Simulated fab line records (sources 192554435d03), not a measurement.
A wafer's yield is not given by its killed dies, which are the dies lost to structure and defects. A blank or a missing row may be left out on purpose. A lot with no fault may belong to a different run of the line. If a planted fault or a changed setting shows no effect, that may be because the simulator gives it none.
Chamber matching ; flow n5_finfet ; 4 sister chambers for N5_MIM_BOT_ETCH_ETCH_04 on rie_diel-01
The step etches SiNx in CF4/O2, target depth 26 nm, time 13 s. 7 wafers are shown with their chamber, then 8 later ones without.

== WAFERS, EACH WITH ITS CHAMBER ==
wafer;chamber;drypump_motor_current_A (A);showerhead_plenum_p_Torr (Torr)
L075.6;2;6.4;2.23
L085.2;1;5.1;2.18
L085.5;2;6.5;2.22
L088.2;3;5.2;2.14
L088.4;0;4.9;2.11
L088.5;3;5.2;2.14
L090.1;0;4.9;2.11

== WAFERS MISSING THEIR CHAMBER ==
wafer;drypump_motor_current_A (A);showerhead_plenum_p_Torr (Torr)
L090.3;5.1;2.17
L090.5;5.2;2.14
L091.3;4.9;2.11
L091.5;5.0;2.17
L091.6;6.4;2.22
L096.1;4.9;2.11
L096.2;5.1;2.17
L096.5;5.0;2.17

== THE CHAMBER EACH PASSED THROUGH ==
wafer;from the rows above;in truth
L090.3;1;1
L090.5;3;3
L091.3;0;0
L091.5;1;1
L091.6;2;2
L096.1;0;0
L096.2;1;1
L096.5;1;1
Correct placement for 8 of the 8. From these rows, 0 cannot be placed. Placed wrongly: 0.
How it was worked out, from the rows above alone: a wafer's distance from a chamber is the root of the sum, over the readings, of the square of ((its reading less the chamber's mean) divided by the reading's scatter). The wafer belongs to the nearest chamber; if the next one is less than 2 further off, it can't be placed. For every chamber, the mean is computed from those of its wafers that are shown. How the scatter is found: for the shown wafers, subtract from each reading the mean of its chamber, square and add these, divide the total by (wafers less chambers), then take the root.
